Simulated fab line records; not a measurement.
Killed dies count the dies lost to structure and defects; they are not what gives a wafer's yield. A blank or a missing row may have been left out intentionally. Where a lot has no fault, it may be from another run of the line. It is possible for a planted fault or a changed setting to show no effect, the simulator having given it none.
fab line records :: flow n5-finfet :: part 2 of 2: steps 20 to 27 of 27
[record]
  lots = 5
  wafers = 15
  last-day = 16
route steps=1938 shown MIM_TOP_LITHO@1849 MIM_TOP_ETCH@1851 MIM_BOT_LITHO@1854 MIM_BOT_ETCH@1866 PASS1_CAP@1873 TV_LITHO@1875
lots that met no fault: from a run of the same line without faults
start-h: hours from the record's first day to the start of the lot's first wafer shown :: wait-h: hours from the lot's prior step to this one :: " as in the row above :: L1.1+2: a row that stands for several wafers :: - no value, or no start was given :: * or withheld: withheld :: < > ~ a bound
route shown NAME@n: NAME is a module with steps in the file, n the number in the route of the first one :: usual: mean/standard deviation of fault-free wafers :: same: alike in all rows :: chamber/n: place in a boat :: sites: the reading at each site :: _std_site: standard deviation of those values :: _edge_site: outer sites' mean less inner sites' :: radius-mm: how far each site lies from the wafer's centre :: mask NAME#n: copy n :: behind: tool/chamber where the wafer was last shaped :: hold: reason for holding the lot/hours on hold/outcome of the hold :: device: transistor that didn't switch, given as n, p or np :: end of line: tests of these same wafers at the route's end :: a step given without rows: its recipe and nothing more :: killed: count of dies lost to structure and defects at first sort (not the wafer's yield) :: map: the dies of a wafer, with x for killed, . for not killed, _ for no die there
set.NAME: the run value of the setting; set.NAME@STEP: its run value at that earlier step :: model.NAME: the simulator's own value behind a step, which no gauge read
lots at selected steps of the route; one table per step, one row per wafer
services: a tool's chamber out of use, with start hour (start-h, from the record's first day; less than 0 if before it), hours out, and reason
[[steps]]
[step N5_MIM_BOT_ETCH_ETCH_00]
[recipe]
  chemistry = Cl2/BCl3
  target = TiN
  target-depth-a = 455
  ion-energy-ev = 150
  pressure-mtorr = 10
  icp-w = 1000
  bias-w = 126
  Cl2_flow_sccm = 53.25
  bcl3-flow-sccm = 21.75
  Ar_flow_sccm = 25
[usual]
  drypump-motor-current-A = 5.8/0.59
  mfc-ar-sccm = 24.99/0.079
  oes_ar_750_au = 0.81/0.091
  oes-product-au = 0.82/0.092
  throttle-valve-pct = 22.0/0.38
lot.wafer: L074.3
tool: rie-metal-03
chamber: 0
start-h: 263.94
wait-h: 0.1
drypump-motor-current-A: 6.8
mfc-ar-sccm: 25.06
oes_ar_750_au: 0.86
oes-product-au: 0.86
rf-hours-counter-h: -
throttle-valve-pct: 21.4

lot.wafer: L074.4
tool: rie-metal-03
chamber: 1
start-h: 263.94
wait-h: 0.1
drypump-motor-current-A: 5.3
mfc-ar-sccm: 24.99
oes_ar_750_au: 0.94
oes-product-au: 0.94
rf-hours-counter-h: -
throttle-valve-pct: 22.1

lot.wafer: L074.5
tool: rie-metal-03
chamber: 1
start-h: 263.94
wait-h: 0.1
drypump-motor-current-A: 5.3
mfc-ar-sccm: 24.94
oes_ar_750_au: 0.94
oes-product-au: 0.94
rf-hours-counter-h: -
throttle-valve-pct: 22.1

lot.wafer: L077.1
tool: rie-metal-02
chamber: 1
start-h: 283.05
wait-h: 0.1
drypump-motor-current-A: 6.6
mfc-ar-sccm: 24.98
oes_ar_750_au: 0.68
oes-product-au: 0.67
rf-hours-counter-h: 102
throttle-valve-pct: 22.3

lot.wafer: L077.4
tool: rie-metal-02
chamber: 0
start-h: 283.05
wait-h: 0.1
drypump-motor-current-A: 5.3
mfc-ar-sccm: 25.06
oes_ar_750_au: 0.89
oes-product-au: 0.89
rf-hours-counter-h: -
throttle-valve-pct: 21.6

lot.wafer: L077.6
tool: rie-metal-02
chamber: 1
start-h: 283.05
wait-h: 0.1
drypump-motor-current-A: 6.7
mfc-ar-sccm: 24.92
oes_ar_750_au: 0.68
oes-product-au: 0.68
rf-hours-counter-h: -
throttle-valve-pct: 22.3

lot.wafer: L076.1
tool: rie-metal-01
chamber: 1
start-h: 305.79
wait-h: 0.1
drypump-motor-current-A: 5.4
mfc-ar-sccm: 25.02
oes_ar_750_au: 0.81
oes-product-au: 0.83
rf-hours-counter-h: 27
throttle-valve-pct: 22.1

lot.wafer: L076.2
tool: rie-metal-01
chamber: 0
start-h: 305.79
wait-h: 0.1
drypump-motor-current-A: 5.9
mfc-ar-sccm: 24.92
oes_ar_750_au: 0.66
oes-product-au: 0.66
rf-hours-counter-h: 95
throttle-valve-pct: 22.6

lot.wafer: L076.6
tool: rie-metal-01
chamber: 1
start-h: 305.79
wait-h: 0.1
drypump-motor-current-A: 5.4
mfc-ar-sccm: 25.04
oes_ar_750_au: 0.82
oes-product-au: 0.83
rf-hours-counter-h: -
throttle-valve-pct: 22.1

lot.wafer: L082.3
tool: rie-metal-03
chamber: 1
start-h: 329.94
wait-h: 0.1
drypump-motor-current-A: 5.2
mfc-ar-sccm: 25.01
oes_ar_750_au: 0.90
oes-product-au: 0.90
rf-hours-counter-h: -
throttle-valve-pct: 22.1

lot.wafer: L082.5
tool: rie-metal-03
chamber: 0
start-h: 329.94
wait-h: 0.1
drypump-motor-current-A: 6.7
mfc-ar-sccm: 24.98
oes_ar_750_au: 0.83
oes-product-au: 0.84
rf-hours-counter-h: -
throttle-valve-pct: 21.4

lot.wafer: L082.6
tool: rie-metal-03
chamber: 1
start-h: 329.94
wait-h: 0.1
drypump-motor-current-A: 5.3
mfc-ar-sccm: 25.04
oes_ar_750_au: 0.90
oes-product-au: 0.90
rf-hours-counter-h: -
throttle-valve-pct: 22.2

lot.wafer: L088.2
tool: rie-metal-02
chamber: 0
start-h: 382.04
wait-h: 0.2
drypump-motor-current-A: 5.3
mfc-ar-sccm: 25.17
oes_ar_750_au: 0.85
oes-product-au: 0.85
rf-hours-counter-h: -
throttle-valve-pct: 21.6

lot.wafer: L088.4
tool: rie-metal-02
chamber: 0
start-h: 382.04
wait-h: 0.2
drypump-motor-current-A: 5.3
mfc-ar-sccm: 25.16
oes_ar_750_au: 0.86
oes-product-au: 0.85
rf-hours-counter-h: -
throttle-valve-pct: 21.6

lot.wafer: L088.6
tool: rie-metal-02
chamber: 0
start-h: 382.04
wait-h: 0.2
drypump-motor-current-A: 5.3
mfc-ar-sccm: 25.07
oes_ar_750_au: 0.85
oes-product-au: 0.86
rf-hours-counter-h: -
throttle-valve-pct: 21.6
[step N5_MIM_BOT_ETCH_STRIP_01]
[recipe]
  chemistry = O2
  power-w = 600
  temp-c = 60
  pressure-mtorr = 30
  rf-frequency-hz = 6e+07
  bias-power-w = 0
  overash-fraction = 0.5
  o2-flow-sccm = 225
[usual]
  drypump-motor-current-A = 5.54/0.29
  o2-flow-sccm = 225.0/0.7
  oes-product-au = 0.83/0.087
  rf-vpp-V = 3.6/1.2
  showerhead-plenum-p-Torr = 2.10/0.083
  throttle-valve-pct = 16.50/0.25
lot.wafer: L074.3
tool: rie-diel-04
chamber: 0
start-h: 264.04
wait-h: 0.1
drypump-motor-current-A: 5.54
o2-flow-sccm: 224.2
oes-product-au: 0.70
rf-hours-counter-h: 248
rf-vpp-V: 4.5
showerhead-plenum-p-Torr: 2.07
throttle-valve-pct: 16.76

lot.wafer: L074.4
tool: rie-diel-04
chamber: 1
start-h: 264.04
wait-h: 0.1
drypump-motor-current-A: 5.93
o2-flow-sccm: 225.8
oes-product-au: 0.70
rf-hours-counter-h: -
rf-vpp-V: 3.1
showerhead-plenum-p-Torr: 1.97
throttle-valve-pct: 16.66

lot.wafer: L074.5
tool: rie-diel-04
chamber: 3
start-h: 264.04
wait-h: 0.1
drypump-motor-current-A: 5.22
o2-flow-sccm: 224.5
oes-product-au: 0.72
rf-hours-counter-h: -
rf-vpp-V: 2.1
showerhead-plenum-p-Torr: 2.07
throttle-valve-pct: 16.68

lot.wafer: L077.1
tool: rie-diel-03
chamber: 1
start-h: 283.19
wait-h: 0.1
drypump-motor-current-A: 5.85
o2-flow-sccm: 224.9
oes-product-au: 0.94
rf-hours-counter-h: 14
rf-vpp-V: 2.0
showerhead-plenum-p-Torr: 2.15
throttle-valve-pct: 16.58

lot.wafer: L077.4
tool: rie-diel-03
chamber: 2
start-h: 283.19
wait-h: 0.1
drypump-motor-current-A: 4.94
o2-flow-sccm: 224.9
oes-product-au: 0.88
rf-hours-counter-h: 53
rf-vpp-V: 2.2
showerhead-plenum-p-Torr: 2.23
throttle-valve-pct: 16.68

lot.wafer: L077.6
tool: rie-diel-03
chamber: 0
start-h: 283.19
wait-h: 0.1
drypump-motor-current-A: 5.87
o2-flow-sccm: 224.6
oes-product-au: 0.89
rf-hours-counter-h: -
rf-vpp-V: 3.4
showerhead-plenum-p-Torr: 2.13
throttle-valve-pct: 16.13

lot.wafer: L076.1
tool: rie-diel-04
chamber: 3
start-h: 305.93
wait-h: 0.1
drypump-motor-current-A: 5.21
o2-flow-sccm: 225.1
oes-product-au: 0.70
rf-hours-counter-h: 222
rf-vpp-V: 5.0
showerhead-plenum-p-Torr: 2.06
throttle-valve-pct: 16.68

lot.wafer: L076.2
tool: rie-diel-04
chamber: 2
start-h: 305.93
wait-h: 0.1
drypump-motor-current-A: 5.38
o2-flow-sccm: 223.8
oes-product-au: 0.91
rf-hours-counter-h: 31
rf-vpp-V: 3.4
showerhead-plenum-p-Torr: 2.05
throttle-valve-pct: 16.24

lot.wafer: L076.6
tool: rie-diel-04
chamber: 1
start-h: 305.93
wait-h: 0.1
drypump-motor-current-A: 5.91
o2-flow-sccm: 225.9
oes-product-au: 0.70
rf-hours-counter-h: -
rf-vpp-V: 3.6
showerhead-plenum-p-Torr: 1.97
throttle-valve-pct: 16.70

lot.wafer: L082.3
tool: rie-diel-01
chamber: 0
start-h: 330.07
wait-h: 0.1
drypump-motor-current-A: 5.33
o2-flow-sccm: 225.4
oes-product-au: 0.96
rf-hours-counter-h: 7
rf-vpp-V: 2.9
showerhead-plenum-p-Torr: 2.14
throttle-valve-pct: 16.22

lot.wafer: L082.5
tool: rie-diel-01
chamber: 2
start-h: 330.07
wait-h: 0.1
drypump-motor-current-A: 5.79
o2-flow-sccm: 225.4
oes-product-au: 0.71
rf-hours-counter-h: -
rf-vpp-V: 4.9
showerhead-plenum-p-Torr: 1.98
throttle-valve-pct: 16.89

lot.wafer: L082.6
tool: rie-diel-01
chamber: 1
start-h: 330.07
wait-h: 0.1
drypump-motor-current-A: 5.63
o2-flow-sccm: 225.4
oes-product-au: 0.93
rf-hours-counter-h: -
rf-vpp-V: 3.2
showerhead-plenum-p-Torr: 2.24
throttle-valve-pct: 16.29

lot.wafer: L088.2
tool: rie-diel-03
chamber: 2
start-h: 382.26
wait-h: 0.2
drypump-motor-current-A: 4.94
o2-flow-sccm: 225.1
oes-product-au: 0.81
rf-hours-counter-h: 83
rf-vpp-V: 5.2
showerhead-plenum-p-Torr: 2.22
throttle-valve-pct: 16.74

lot.wafer: L088.4
tool: rie-diel-03
chamber: 0
start-h: 382.26
wait-h: 0.2
drypump-motor-current-A: 5.83
o2-flow-sccm: 225.1
oes-product-au: 0.85
rf-hours-counter-h: 73
rf-vpp-V: 1.3
showerhead-plenum-p-Torr: 2.12
throttle-valve-pct: 16.16

lot.wafer: L088.6
tool: rie-diel-03
chamber: 0
start-h: 382.26
wait-h: 0.2
drypump-motor-current-A: 5.80
o2-flow-sccm: 224.4
oes-product-au: 0.84
rf-hours-counter-h: -
rf-vpp-V: 4.0
showerhead-plenum-p-Torr: 2.12
throttle-valve-pct: 16.18
[step N5_MIM_BOT_ETCH_STRIP_02]
[recipe]
  chemistry = post-etch-residue-remover
  time-s = 1200
  temp-c = 72.5
lot.wafer: L074.3+4+5
tool: wet-bench-01
chamber: 4,5,6
start-h: 264.11
wait-h: -

lot.wafer: L077.1+4+6
tool: wet-bench-06
chamber: 5,3,2
start-h: 283.26
wait-h: -

lot.wafer: L076.1+2+6
tool: wet-bench-05
chamber: 7,3,6
start-h: 306.00
wait-h: -

lot.wafer: L082.3+5+6
tool: wet-bench-06
chamber: 1,7,5
start-h: 330.14
wait-h: -

lot.wafer: L088.2+4+6
tool: wet-bench-05
chamber: 0,1,7
start-h: 382.34
wait-h: -
[step N5_MIM_BOT_ETCH_CLEAN_05]
[recipe]
  chemistry = IPA
  time-s = 180
  temp-c = 25
lot.wafer: L074.3+4+5
tool: wet-bench-01
chamber: 4,5,6
start-h: 264.45
wait-h: 0.0

lot.wafer: L077.1+4+6
tool: wet-bench-06
chamber: 5,3,2
start-h: 283.59
wait-h: 0.0

lot.wafer: L076.1+2+6
tool: wet-bench-05
chamber: 7,3,6
start-h: 306.33
wait-h: 0.0

lot.wafer: L082.3+5+6
tool: wet-bench-06
chamber: 1,7,5
start-h: 330.47
wait-h: 0.0

lot.wafer: L088.2+4+6
tool: wet-bench-05
chamber: 0,1,7
start-h: 382.67
wait-h: 0.0
[step N5_MIM_BOT_ETCH_SRD_06]
[recipe]
  dry = ipa-marangoni
  time-s = 30
  temp-c = 23
  rinse-liquid = diw
lot.wafer: L074.3+4+5
tool: wet-bench-01
chamber: 4,5,6
start-h: 264.50
wait-h: 0.0

lot.wafer: L077.1+4+6
tool: wet-bench-06
chamber: 5,3,2
start-h: 283.65
wait-h: 0.0

lot.wafer: L076.1+2+6
tool: wet-bench-05
chamber: 7,3,6
start-h: 306.39
wait-h: 0.0

lot.wafer: L082.3+5+6
tool: wet-bench-06
chamber: 1,7,5
start-h: 330.53
wait-h: 0.0

lot.wafer: L088.2+4+6
tool: wet-bench-05
chamber: 0,1,7
start-h: 382.72
wait-h: 0.0
[step N5_PASSIVATION_PECVD_55]
[recipe]
  material = SiO2
  target-thk-a = 4000
  temp-c = 400
  precursor = SiH4/N2O
  pressure-torr = 2.7
  rf-w = 608
  time-s = 22.5
[usual]
  heater-power-w = 684/96
  showerhead-plenum-p-Torr = 8.15/0.058
  susceptor-temp-C = 399.98/0.23
  throttle-valve-pct = 52.3/2.9
lot.wafer: L074.3
tool: pecvd-01
chamber: 0
start-h: 264.55
wait-h: 0.0
heater-power-w: 630
showerhead-plenum-p-Torr: 8.11
susceptor-temp-C: 399.84
throttle-valve-pct: 49.6

lot.wafer: L074.4
tool: pecvd-01
chamber: 0
start-h: 264.55
wait-h: 0.0
heater-power-w: 654
showerhead-plenum-p-Torr: 8.10
susceptor-temp-C: 400.30
throttle-valve-pct: 49.4

lot.wafer: L074.5
tool: pecvd-01
chamber: 1
start-h: 264.55
wait-h: 0.0
heater-power-w: 720
showerhead-plenum-p-Torr: 8.23
susceptor-temp-C: 400.06
throttle-valve-pct: 58.3

lot.wafer: L077.1
tool: pecvd-03
chamber: 1
start-h: 283.69
wait-h: 0.0
heater-power-w: 803
showerhead-plenum-p-Torr: 8.19
susceptor-temp-C: 399.68
throttle-valve-pct: 55.3

lot.wafer: L077.4
tool: pecvd-03
chamber: 0
start-h: 283.69
wait-h: 0.0
heater-power-w: 482
showerhead-plenum-p-Torr: 8.09
susceptor-temp-C: 400.20
throttle-valve-pct: 51.3

lot.wafer: L077.6
tool: pecvd-03
chamber: 0
start-h: 283.69
wait-h: 0.0
heater-power-w: 524
showerhead-plenum-p-Torr: 8.11
susceptor-temp-C: 399.79
throttle-valve-pct: 51.7

lot.wafer: L076.1
tool: pecvd-01
chamber: 0
start-h: 306.43
wait-h: 0.0
heater-power-w: 756
showerhead-plenum-p-Torr: 8.13
susceptor-temp-C: 399.94
throttle-valve-pct: 49.4

lot.wafer: L076.2
tool: pecvd-01
chamber: 1
start-h: 306.43
wait-h: 0.0
heater-power-w: 749
showerhead-plenum-p-Torr: 8.25
susceptor-temp-C: 400.13
throttle-valve-pct: 58.0

lot.wafer: L076.6
tool: pecvd-01
chamber: 1
start-h: 306.43
wait-h: 0.0
heater-power-w: 767
showerhead-plenum-p-Torr: 8.25
susceptor-temp-C: 400.29
throttle-valve-pct: 58.1

lot.wafer: L082.3
tool: pecvd-02
chamber: 2
start-h: 330.57
wait-h: 0.0
heater-power-w: 744
showerhead-plenum-p-Torr: 8.04
susceptor-temp-C: 399.86
throttle-valve-pct: 49.9

lot.wafer: L082.5
tool: pecvd-02
chamber: 0
start-h: 330.57
wait-h: 0.0
heater-power-w: 438
showerhead-plenum-p-Torr: 8.11
susceptor-temp-C: 400.66
throttle-valve-pct: 53.2

lot.wafer: L082.6
tool: pecvd-02
chamber: 1
start-h: 330.57
wait-h: 0.0
heater-power-w: 623
showerhead-plenum-p-Torr: 8.15
susceptor-temp-C: 399.50
throttle-valve-pct: 50.1

lot.wafer: L088.2
tool: pecvd-03
chamber: 2
start-h: 382.77
wait-h: 0.0
heater-power-w: 784
showerhead-plenum-p-Torr: 8.22
susceptor-temp-C: 399.72
throttle-valve-pct: 50.8

lot.wafer: L088.4
tool: pecvd-03
chamber: 0
start-h: 382.77
wait-h: 0.0
heater-power-w: 614
showerhead-plenum-p-Torr: 8.09
susceptor-temp-C: 399.96
throttle-valve-pct: 51.7

lot.wafer: L088.6
tool: pecvd-03
chamber: 1
start-h: 382.77
wait-h: 0.0
heater-power-w: 801
showerhead-plenum-p-Torr: 8.20
susceptor-temp-C: 400.12
throttle-valve-pct: 55.2
[step N5_PASSIVATION_PECVD_01]
[recipe]
  material = SiNx
  target-thk-a = 2000
  temp-c = 400
  precursor = SiH4/NH3/N2
  pressure-torr = 4.9
  rf-w = 1406
  time-s = 43.2
[usual]
  heater-power-w = 405/99
  showerhead-plenum-p-Torr = 8.67/0.042
  susceptor-temp-C = 399.99/0.23
  throttle-valve-pct = 29.6/1.6
lot.wafer: L074.3
tool: pecvd-01
chamber: 0
start-h: 264.58
wait-h: 0.0
heater-power-w: 342
showerhead-plenum-p-Torr: 8.63
susceptor-temp-C: 399.81
throttle-valve-pct: 28.0

lot.wafer: L074.4
tool: pecvd-01
chamber: 0
start-h: 264.58
wait-h: 0.0
heater-power-w: 374
showerhead-plenum-p-Torr: 8.64
susceptor-temp-C: 399.76
throttle-valve-pct: 28.2

lot.wafer: L074.5
tool: pecvd-01
chamber: 1
start-h: 264.58
wait-h: 0.0
heater-power-w: 436
showerhead-plenum-p-Torr: 8.71
susceptor-temp-C: 399.67
throttle-valve-pct: 32.9

lot.wafer: L077.1
tool: pecvd-03
chamber: 1
start-h: 283.75
wait-h: 0.0
heater-power-w: 552
showerhead-plenum-p-Torr: 8.69
susceptor-temp-C: 399.92
throttle-valve-pct: 31.3

lot.wafer: L077.4
tool: pecvd-03
chamber: 0
start-h: 283.75
wait-h: 0.0
heater-power-w: 294
showerhead-plenum-p-Torr: 8.62
susceptor-temp-C: 400.06
throttle-valve-pct: 29.3

lot.wafer: L077.6
tool: pecvd-03
chamber: 0
start-h: 283.75
wait-h: 0.0
heater-power-w: 299
showerhead-plenum-p-Torr: 8.65
susceptor-temp-C: 399.80
throttle-valve-pct: 29.4

lot.wafer: L076.1
tool: pecvd-01
chamber: 0
start-h: 306.47
wait-h: 0.0
heater-power-w: 421
showerhead-plenum-p-Torr: 8.63
susceptor-temp-C: 400.29
throttle-valve-pct: 27.8

lot.wafer: L076.2
tool: pecvd-01
chamber: 1
start-h: 306.47
wait-h: 0.0
heater-power-w: 420
showerhead-plenum-p-Torr: 8.73
susceptor-temp-C: 400.04
throttle-valve-pct: 32.7

lot.wafer: L076.6
tool: pecvd-01
chamber: 1
start-h: 306.47
wait-h: 0.0
heater-power-w: 430
showerhead-plenum-p-Torr: 8.75
susceptor-temp-C: 400.06
throttle-valve-pct: 33.0

lot.wafer: L082.3
tool: pecvd-02
chamber: 2
start-h: 330.61
wait-h: 0.0
heater-power-w: 459
showerhead-plenum-p-Torr: 8.61
susceptor-temp-C: 399.62
throttle-valve-pct: 28.0

lot.wafer: L082.5
tool: pecvd-02
chamber: 0
start-h: 330.61
wait-h: 0.0
heater-power-w: 160
showerhead-plenum-p-Torr: 8.63
susceptor-temp-C: 399.94
throttle-valve-pct: 30.2

lot.wafer: L082.6
tool: pecvd-02
chamber: 1
start-h: 330.61
wait-h: 0.0
heater-power-w: 366
showerhead-plenum-p-Torr: 8.64
susceptor-temp-C: 400.16
throttle-valve-pct: 28.5

lot.wafer: L088.2
tool: pecvd-03
chamber: 2
start-h: 382.80
wait-h: 0.0
heater-power-w: 528
showerhead-plenum-p-Torr: 8.73
susceptor-temp-C: 400.29
throttle-valve-pct: 28.9

lot.wafer: L088.4
tool: pecvd-03
chamber: 0
start-h: 382.80
wait-h: 0.0
heater-power-w: 235
showerhead-plenum-p-Torr: 8.63
susceptor-temp-C: 399.56
throttle-valve-pct: 29.1

lot.wafer: L088.6
tool: pecvd-03
chamber: 1
start-h: 382.80
wait-h: 0.0
heater-power-w: 463
showerhead-plenum-p-Torr: 8.68
susceptor-temp-C: 400.37
throttle-valve-pct: 30.9
[step N5_PASSIVATION_HMDS_03]
[recipe]
  time-s = 60
  temp-c = 120
[usual]
  chill-plate-temp-C = 23.02/0.1
lot.wafer: L074.3
tool: litho-track-01
chamber: 0
start-h: 266.92
wait-h: 2.3
chill-plate-temp-C: 23.04

lot.wafer: L074.4
tool: litho-track-01
chamber: 0
start-h: 266.92
wait-h: 2.3
chill-plate-temp-C: 23.12

lot.wafer: L074.5
tool: litho-track-01
chamber: 0
start-h: 266.92
wait-h: 2.3
chill-plate-temp-C: 23.06

lot.wafer: L077.1
tool: litho-track-05
chamber: 0
start-h: 287.24
wait-h: 3.5
chill-plate-temp-C: 22.99

lot.wafer: L077.4
tool: litho-track-05
chamber: 0
start-h: 287.24
wait-h: 3.5
chill-plate-temp-C: 22.99

lot.wafer: L077.6
tool: litho-track-05
chamber: 0
start-h: 287.24
wait-h: 3.5
chill-plate-temp-C: 23.12

lot.wafer: L076.1
tool: litho-track-01
chamber: 0
start-h: 308.70
wait-h: 2.2
chill-plate-temp-C: 23.20

lot.wafer: L076.2
tool: litho-track-01
chamber: 0
start-h: 308.70
wait-h: 2.2
chill-plate-temp-C: 23.23

lot.wafer: L076.6
tool: litho-track-01
chamber: 0
start-h: 308.70
wait-h: 2.2
chill-plate-temp-C: 23.11

lot.wafer: L082.3
tool: litho-track-05
chamber: 0
start-h: 331.19
wait-h: 0.6
chill-plate-temp-C: 23.08

lot.wafer: L082.5
tool: litho-track-05
chamber: 0
start-h: 331.19
wait-h: 0.6
chill-plate-temp-C: 23.12

lot.wafer: L082.6
tool: litho-track-05
chamber: 0
start-h: 331.19
wait-h: 0.6
chill-plate-temp-C: 23.11

lot.wafer: L088.2
tool: litho-track-01
chamber: 0
start-h: 384.87
wait-h: 2.0
chill-plate-temp-C: 23.03

lot.wafer: L088.4
tool: litho-track-01
chamber: 0
start-h: 384.87
wait-h: 2.0
chill-plate-temp-C: 22.96

lot.wafer: L088.6
tool: litho-track-01
chamber: 0
start-h: 384.87
wait-h: 2.0
chill-plate-temp-C: 23.01
[[services]]
tool: rie-diel-06
chamber: 1
start-h: 240.99
hours: 8.6
kind: repair

tool: pecvd-02
chamber: -
start-h: 247.82
hours: 2.8
kind: pm

tool: krf-scanner-02
chamber: -
start-h: 247.92
hours: 1.8
kind: repair

tool: rie-metal-03
chamber: -
start-h: 256.46
hours: 0.9
kind: repair

tool: rie-diel-04
chamber: 2
start-h: 262.52
hours: 29.1
kind: repair

tool: krf-scanner-02
chamber: -
start-h: 269.82
hours: 1.0
kind: pm

tool: krf-scanner-01
chamber: -
start-h: 271.35
hours: 1.3
kind: pm

tool: krf-scanner-02
chamber: -
start-h: 273.73
hours: 0.8
kind: pm

tool: krf-scanner-01
chamber: -
start-h: 276.15
hours: 0.8
kind: pm

tool: pecvd-01
chamber: 1
start-h: 276.42
hours: 5.0
kind: repair

tool: rie-metal-03
chamber: -
start-h: 282.04
hours: 1.4
kind: pm

tool: pecvd-03
chamber: 2
start-h: 282.52
hours: 4.5
kind: repair

tool: pecvd-03
chamber: -
start-h: 284.37
hours: 1.2
kind: repair

tool: rie-diel-03
chamber: 0
start-h: 285.15
hours: 18.7
kind: repair

tool: krf-scanner-02
chamber: -
start-h: 291.61
hours: 0.5
kind: repair

tool: rie-metal-02
chamber: -
start-h: 297.88
hours: 2.8
kind: pm

tool: krf-scanner-01
chamber: -
start-h: 298.25
hours: 18.3
kind: repair

tool: rie-metal-01
chamber: -
start-h: 305.91
hours: 15.6
kind: pm

tool: krf-scanner-01
chamber: -
start-h: 316.56
hours: 1.0
kind: pm

tool: rie-metal-01
chamber: -
start-h: 340.07
hours: 2.8
kind: pm

tool: pecvd-01
chamber: -
start-h: 350.02
hours: 2.8
kind: repair

tool: rie-diel-03
chamber: 2
start-h: 360.21
hours: 3.0
kind: repair

tool: rie-diel-05
chamber: 2
start-h: 361.93
hours: 29.1
kind: repair

tool: krf-scanner-02
chamber: -
start-h: 368.28
hours: 1.3
kind: pm
